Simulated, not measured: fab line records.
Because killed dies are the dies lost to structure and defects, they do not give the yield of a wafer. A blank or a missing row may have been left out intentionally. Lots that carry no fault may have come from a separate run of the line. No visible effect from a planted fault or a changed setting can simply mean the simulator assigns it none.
8D (eight disciplines) problem report, filled in by code | flow n5Finfet | the parts of the form that need people (team, actions taken, sign-off) are left out

1. THE PROBLEM
spinSpeedRpm at N5_FIN_CUT_COAT_29 reads a mean of 1709.4 rpm on 9 wafers of 3 lots; wafers without a fault read 1500.2 rpm with a standard deviation of 0.99. So: +99 or more standard deviations from the usual mean.
The step: time 60 s, resist thk 10 nm.
Earliest sighting: wafer L473.1 on lithoTrack-02 at day 5 04:31. The record holds 24 wafers of 8 lots with a number at this step. By rule, "out" or "out of limits" means more than 4 standard deviations away from the usual mean. Any other wafer with a number is counted as sound.

2. WHAT IT IS, WHAT IT ISN'T
question                    | is                     | is not
which readings at this step | spinSpeedRpm           | -
which lots                  | L473, L474, L475       | L468, L472, L479, L483, L484
which wafers of those lots  | all that have a number | -
read on which tools         | lithoTrack-02          | lithoTrack-05
when                        | from day 5 04:31       | up to then (6 sound wafers); but 9 sound wafers of L479, L483, L484 came after

3. SUSPECTS, AND WHAT RULES EACH OUT
Counting: a tool at a process step up to the reading stays a suspect if it ran every lot that is out and no sound lot after the first of them.
- lithoTrack-02 at N5_FIN_CUT_COAT_29 (time 60 s, resist thk 10 nm): kept. Every lot that is out went through it, starting with L473 (day 5 04:31), and after that it ran no sound lot; the last sound lot it ran before then is L472 (day 4 22:30). Out on those wafers are its own readings of spinSpeedRpm.
The count leaves lithoTrack-02 at N5_FIN_CUT_COAT_29.

4. THE CAUSE (what the simulator had put in)
Process parameter drift: lithoTrack-02, from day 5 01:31 on, at N5_FIN_CUT_COAT_29. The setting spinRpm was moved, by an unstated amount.
Counting left only this tool.

5. THE CHAIN OF EFFECTS, in route order
One row per reading whose mean, taken over the struck wafers that have a number, lies over 3 standard deviations from the usual. Only readings for which the record gives a usual standard deviation are gone through. hours: the time from each lot's start at the first step in this table that gives one to its start at this step, as a median over the lots. sigmas: the change in usual standard deviations.
hours | step               | reading      | usual      | on struck wafers | change | sigmas
0     | N5_FIN_CUT_COAT_29 | spinSpeedRpm | 1500.2 rpm | 1709.4           | +209.2 | +99 or more
Its process steps:
- N5_FIN_CUT_COAT_29: time 60 s, resist thk 10 nm.
At these later measuring or inspecting steps, every struck wafer for which the step has a row has a number for every such reading, and none has moved that far: N5_BEOL_M4_RC_MEAS_101.

6. HOW IT WOULD HAVE BEEN CAUGHT EARLIER
3 hours passed between the start of the fault at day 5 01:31 and the first reading out of limits in this record, taken at day 5 04:31.
